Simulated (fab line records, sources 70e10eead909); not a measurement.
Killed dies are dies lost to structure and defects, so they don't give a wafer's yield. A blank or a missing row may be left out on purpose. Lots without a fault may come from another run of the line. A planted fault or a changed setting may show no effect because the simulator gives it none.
Which tool did it? | flow nand_harc | 12 lots, 36 wafers sampled, at 5 steps of a route of 1302

WHAT THE GAUGES READ, wafer by wafer
NHARC_P_GATE_CD_MEAS_46: target cd 720 nm. Usual: cd_nm 719.8 nm, standard deviation 1.5.
lot  | measured     | on        | cd_nm (nm)        | flag
L258 | day 5 20:53  | cd_sem-02 | 720.1 721.3 719.4 |
L260 | day 6 08:10  | cd_sem-02 | 719.2 720.2 719.7 |
L261 | day 6 13:01  | cd_sem-02 | 716.2 719.5 719.5 |
L263 | day 7 22:43  | cd_sem-01 | 721.0 720.5 721.2 |
L264 | day 7 22:57  | cd_sem-03 | 718.5 719.8 720.3 |
L265 | day 8 17:08  | cd_sem-03 | 721.5 719.3 720.7 |
L266 | day 8 17:35  | cd_sem-03 | 715.1 718.0 716.8 |
L268 | day 9 21:21  | cd_sem-02 | 719.6 718.5 720.0 |
L269 | day 10 04:19 | cd_sem-01 | 716.5 717.3 717.9 |
L271 | day 11 11:14 | cd_sem-02 | 721.4 721.4 720.7 |
L272 | day 11 11:26 | cd_sem-02 | 720.5 717.6 720.6 |
L281 | day 14 23:52 | cd_sem-03 | 719.9 717.2 718.2 |

NHARC_END_SORT_01. Usual: killed_at_array 56, standard deviation 21; killed_at_other 1.2, standard deviation 1.6; killed_at_periphery 3.7, standard deviation 2.5; killed_dies 61, standard deviation 21; killed_open 3.1, standard deviation 1.8; killed_short 2.8, standard deviation 1.7.
lot  | measured     | on        | killed_at_array | killed_at_other | killed_at_periphery | killed_dies | killed_open | killed_short | flag
L260 | day 24 09:13 | prober-01 | 82 81 69        | 2 0 0           | 1 0 3               | 85 81 72    | 2 0 5       | 2 5 5        |
L261 | day 26 09:13 | prober-02 | 23 23 30        | 0 0 1           | 4 4 7               | 27 27 38    | 8 3 7       | 3 4 2        |
L263 | day 26 20:16 | prober-01 | 85 75 54        | 1 1 1           | 6 7 5               | 92 83 60    | 4 5 4       | 8 2 1        |
L264 | day 26 02:19 | prober-02 | 74 67 76        | 0 1 3           | 3 0 5               | 77 68 84    | 4 1 5       | 2 1 3        |
L268 | day 28 14:04 | prober-01 | 40 23 37        | 2 1 1           | 2 2 1               | 44 26 39    | 3 3 7       | 2 1 4        |
L271 | day 29 19:11 | prober-02 | 20 23 22        | 0 0 0           | 4 1 1               | 24 24 23    | 6 2 7       | 2 3 2        |
L272 | day 30 02:55 | prober-02 | 69 87 87        | 0 2 1           | 2 1 2               | 71 90 90    | 2 2 5       | 1 5 4        |

WHICH TOOL RAN EACH LOT (tool, then ch and the chambers of the sampled wafers, then the start)
lot  | NHARC_P_GATE_ETCH_114                         | NHARC_P_GATE_ETCH_32             | NHARC_P_GATE_STRIP_35
L258 | rie_diel-06 ch 0,1,3, day 5 09:25 or earlier  | rie_si-01 ch 0,1,3, day 5 09:25  | wet_bench-07 ch 0,3,6, day 5 09:50
L260 | rie_diel-06 ch 0,2,3, day 5 20:47 or earlier  | rie_si-04 ch 2,3, day 5 20:47    | wet_bench-05 ch 1,5,6, day 5 21:13
L261 | rie_diel-06 ch 1,2,3, day 6 01:43 or earlier  | rie_si-06 ch 0,1, day 6 01:43    | wet_bench-07 ch 3,5,7, day 6 02:08
L263 | rie_diel-06 ch 0,3, day 7 11:25 or earlier    | rie_si-06 ch 0,1,3, day 7 11:25  | wet_bench-07 ch 0,1,5, day 7 11:49
L264 | rie_diel-08 ch 1,3, day 7 11:37 or earlier    | rie_si-01 ch 1,2,3, day 7 11:37  | wet_bench-07 ch 0,3,4, day 7 12:02
L265 | rie_diel-04 ch 0,1, day 8 03:54 or earlier    | rie_si-06 ch 0,1,2, day 8 03:54  | wet_bench-05 ch 1,2,4, day 8 04:19
L266 | rie_diel-04 ch 0,3, day 8 06:22 or earlier    | rie_si-04 ch 1,2, day 8 06:22    | wet_bench-05 ch 0,3,5, day 8 06:49
L268 | rie_diel-08 ch 0,2,3, day 9 10:03 or earlier  | rie_si-04 ch 0,1,2, day 9 10:03  | wet_bench-03 ch 0,5,7, day 9 10:27
L269 | rie_diel-06 ch 0,3, day 9 16:59 or earlier    | rie_si-01 ch 1,2,3, day 9 16:59  | wet_bench-03 ch 0,1,5, day 9 17:24
L271 | rie_diel-04 ch 1,2,3, day 10 23:59 or earlier | rie_si-06 ch 0,1, day 10 23:59   | wet_bench-07 ch 0,3,7, day 11 00:24
L272 | rie_diel-06 ch 0,2,3, day 11 00:09 or earlier | rie_si-01 ch 0,1,3, day 11 00:09 | wet_bench-03 ch 2,3,6, day 11 00:35
L281 | rie_diel-06 ch 2,3, day 14 12:38 or earlier   | rie_si-01 ch 0,1,2, day 14 12:38 | wet_bench-07 ch 2,3,4, day 14 13:03
- NHARC_P_GATE_ETCH_114: etches the open film in CF4/O2, target depth 30 nm, overetch 3 nm, time 16.5 s.
- NHARC_P_GATE_ETCH_32: etches the open film in HBr/Cl2, target depth 150 nm, time 100.1 s.
- NHARC_P_GATE_STRIP_35: strips in SPM, time 600 s.

WHAT THE TOOLS THEMSELVES READ (means of the sampled wafers that have a number; where no wafer has one, the mark that the record gives instead)
NHARC_P_GATE_ETCH_114. Usual: drypump_motor_current_A 5.7 A, standard deviation 0.42; mfc_ar_sccm 0.006 sccm, standard deviation 0.0078; oes_product_au 0.998 a.u., standard deviation 0.0078; rf_vpp_V 197.9 V, standard deviation 1.2; showerhead_plenum_p_Torr 1.34 Torr, standard deviation 0.046; throttle_valve_pct 13.397 %, standard deviation 0.0096.
lot  | tool        | drypump_motor_current_A (A) | mfc_ar_sccm (sccm) | oes_product_au (a.u.) | rf_vpp_V (V) | showerhead_plenum_p_Torr (Torr) | throttle_valve_pct (%) | flag
L258 | rie_diel-06 | 5.6                         | 0.006              | 1.002                 | 198.2        | 1.35                            | 13.398                 |
L260 | rie_diel-06 | 5.5                         | 0.008              | 0.998                 | 199.1        | 1.36                            | 13.401                 |
L261 | rie_diel-06 | 6.0                         | 0.002              | 1.001                 | 198.1        | 1.37                            | 13.404                 |
L263 | rie_diel-06 | 5.6                         | 0.006              | 0.998                 | 197.4        | 1.36                            | 13.396                 |
L264 | rie_diel-08 | 5.9                         | 0.005              | 0.999                 | 198.3        | 1.33                            | 13.397                 |
L265 | rie_diel-04 | 6.1                         | 0.009              | 0.997                 | 196.9        | 1.30                            | 13.408                 |
L266 | rie_diel-04 | 5.6                         | 0.000              | 0.993                 | 197.0        | 1.31                            | 13.396                 |
L268 | rie_diel-08 | 5.8                         | 0.011              | 1.008                 | 197.1        | 1.35                            | 13.397                 |
L269 | rie_diel-06 | 5.2                         | 0.012              | 1.002                 | 197.2        | 1.34                            | 13.392                 |
L271 | rie_diel-04 | 5.7                         | 0.008              | 0.996                 | 197.9        | 1.36                            | 13.391                 |
L272 | rie_diel-06 | 5.5                         | 0.008              | 1.000                 | 198.3        | 1.36                            | 13.391                 |
L281 | rie_diel-06 | 5.9                         | 0.005              | 1.002                 | 198.8        | 1.38                            | 13.398                 |

NHARC_P_GATE_ETCH_32. Usual: drypump_motor_current_A 5.8 A, standard deviation 0.37; oes_product_au 0.999 a.u., standard deviation 0.0067; throttle_valve_pct 26.406 %, standard deviation 0.0092.
lot  | tool      | drypump_motor_current_A (A) | oes_product_au (a.u.) | throttle_valve_pct (%) | flag
L258 | rie_si-01 | 5.5                         | 1.002                 | 26.400                 |
L260 | rie_si-04 | 5.9                         | 1.000                 | 26.413                 |
L261 | rie_si-06 | 5.6                         | 0.999                 | 26.406                 |
L263 | rie_si-06 | 5.8                         | 0.993                 | 26.403                 |
L264 | rie_si-01 | 5.5                         | 0.999                 | 26.414                 |
L265 | rie_si-06 | 5.7                         | 0.996                 | 26.399                 |
L266 | rie_si-04 | 5.7                         | 1.004                 | 26.397                 |
L268 | rie_si-04 | 5.8                         | 1.003                 | 26.402                 |
L269 | rie_si-01 | 5.6                         | 0.996                 | 26.410                 |
L271 | rie_si-06 | 5.9                         | 0.994                 | 26.407                 |
L272 | rie_si-01 | 5.5                         | 1.003                 | 26.403                 |
L281 | rie_si-01 | 5.8                         | 1.004                 | 26.416                 |

NHARC_P_GATE_STRIP_35. Usual: bath_guard_temp_C 130.0 C, standard deviation 0.45; bath_heat_duty_pct 15.1 %, standard deviation 1.8.
lot  | tool         | bath_guard_temp_C (C) | bath_heat_duty_pct (%) | flag
L258 | wet_bench-07 | 130.1                 | 14.6                   |
L260 | wet_bench-05 | 129.6                 | 15.5                   |
L261 | wet_bench-07 | 130.0                 | 16.8                   |
L263 | wet_bench-07 | 130.0                 | 13.5                   |
L264 | wet_bench-07 | 130.3                 | 15.6                   |
L265 | wet_bench-05 | 129.4                 | 16.6                   |
L266 | wet_bench-05 | 129.7                 | 14.3                   |
L268 | wet_bench-03 | 130.6                 | 13.4                   |
L269 | wet_bench-03 | 130.2                 | 14.1                   |
L271 | wet_bench-07 | -                     | -                      | OFF
L272 | wet_bench-03 | -                     | -                      | OFF
L281 | wet_bench-07 | 130.1                 | 16.4                   |

THE ANSWER, worked out from the rows above alone
Rule: a lot is off if the mean of its wafers that have a number lies more than 3 standard deviations from the usual mean. A lot without any number at a reading at which 4 lots or more have one is off too. The other lots that the step has rows for count as sound. The gauges are gone through in route order, then the tools' own readings, and for those a lot's mean is taken as printed above. The first step at which some lot is off is used, and at that step the reading that is off furthest; a lot without a number counts as furthest.
Off: L271, L272, at NHARC_P_GATE_STRIP_35 (bath_guard_temp_C). Without a number there: L271, L272.
A tool fits if, at that step or a process step before it, it ran every lot that is off, and no sound lot after the first of them. NHARC_P_GATE_ETCH_114 gives no start for some lots, so the hours and the order of its lots are those of NHARC_P_GATE_ETCH_32. None of those tried fits.

WHAT THE SIMULATOR HAD PUT IN
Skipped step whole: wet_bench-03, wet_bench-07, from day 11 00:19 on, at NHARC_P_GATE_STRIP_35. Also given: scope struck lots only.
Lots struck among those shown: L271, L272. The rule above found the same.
